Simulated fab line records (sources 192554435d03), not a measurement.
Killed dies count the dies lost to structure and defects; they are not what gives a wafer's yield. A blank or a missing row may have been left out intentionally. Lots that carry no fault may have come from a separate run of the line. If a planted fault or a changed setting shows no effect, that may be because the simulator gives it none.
A struck lot beside a sound one / flow n5_finfet / 14 steps out of a route of 1938
Sound: the wafers L856.1, L856.2. Struck: wafers L861.2, L861.5, L861.6. Last of all comes the cause.
Each step with rows lists, per side, the tool, then ch with its chambers, then its first start. Under that, the readings that differ: sound wafers / struck wafers / difference of the means / sigmas: that difference in standard deviations of wafers without a fault.
alike: words and numbers the same on both sides, and readings whose means are apart by under 2 such deviations; not compared: readings that were withheld, readings missing a value for some wafer, numbers with overlapping values and no deviation given by the record, and bounds like >300 which may hide the same value.
Wherever a step has rows on one side only, a row that says differs or no value, or a row with sigmas, the two part there. Numbers that have no deviation but don't overlap get no sigmas and don't part them. Lack of a reading on every wafer of one side parts them only where that side has two or more wafers.

N5_BEOL_M0_SAQP_PECVD_96: deposits a-Si from SiH4/He, target thk 45 nm, time 45.2 s.
  sound on pecvd-03 ch 0,2, day 6 03:04; struck on pecvd-03 ch 0,1,2, day 7 09:00
  alike: heater_power_w, showerhead_plenum_p_Torr, throttle_valve_pct
N5_BEOL_M0_SAQP_PECVD_97: deposits SiNx from SiH4/NH3/N2, target thk 23 nm, time 19.9 s.
  sound on pecvd-03 ch 0,2, day 6 03:07; struck on pecvd-03 ch 0,1,2, day 7 09:03
  alike: heater_power_w, showerhead_plenum_p_Torr, throttle_valve_pct
N5_BEOL_M0_SAQP_PECVD_04: deposits a-Si from SiH4/He, target thk 60 nm, time 60.2 s.
  sound on pecvd-03 ch 0,2, day 6 03:09; struck on pecvd-03 ch 0,1,2, day 7 09:05
  alike: heater_power_w, showerhead_plenum_p_Torr, throttle_valve_pct
N5_BEOL_M0_SAQP_THK_MEAS_05:
  sound on film_metro-02, day 6 03:15; struck on film_metro-02, day 7 09:11
  alike: thk_nm
N5_BEOL_M0_SAQP_HM_DEP_111: deposits SiO2 from SiH4/N2O, target thk 12 nm, time 7.2 s.
  sound on pecvd-02 ch 1,2, day 6 03:17; struck on pecvd-02 ch 0,1,2, day 7 09:13
  alike: heater_power_w, showerhead_plenum_p_Torr
then, 7 steps without rows for these wafers: N5_BEOL_M0_SAQP_COAT_81 (time 60 s, resist thk 100 nm); N5_BEOL_M0_SAQP_COAT_82 (time 60 s, resist thk 30 nm); N5_BEOL_M0_SAQP_COAT_08 (resist thk 90 nm); N5_BEOL_M0_SAQP_EBR_10; N5_BEOL_M0_SAQP_SOFTBAKE_09 (time 60 s); N5_BEOL_M0_SAQP_EXPOSE_11 (exposes mask M0 CORE, target cd 42 nm); N5_BEOL_M0_SAQP_PEB_12 (peb time 60 s).
N5_BEOL_M0_SAQP_DEVELOP_13: develop time 30 s.
  sound on litho_track-03 ch 0, day 6 03:33; struck on litho_track-03, day 7 09:37
  no value came back on the struck wafers for chill_plate_temp_C (C), develop_time_s (s); on the sound wafers chill_plate_temp_C (C) reads 22.82 22.96
reading=model.CAR-ArF_of_BEOL_M0_SAQP_COAT_08.thk_nm (nm); sound=88.4 88.6; struck=90 90 89.8; difference=+1; sigmas=
N5_BEOL_M0_SAQP_CD_MEAS_14: target cd 42.5 nm.
  sound on cd_sem-03 ch 0, day 6 03:37; struck on cd_sem-03 ch 0, day 7 09:40
reading=cd_nm (nm); sound=42.3 42.6; struck=- - -; difference=no value on the struck wafers; sigmas=

WHERE THEY PART
Last at N5_BEOL_M0_SAQP_CD_MEAS_14 as far as this record goes, first at N5_BEOL_M0_SAQP_DEVELOP_13.

WHY: the cause the simulator had injected
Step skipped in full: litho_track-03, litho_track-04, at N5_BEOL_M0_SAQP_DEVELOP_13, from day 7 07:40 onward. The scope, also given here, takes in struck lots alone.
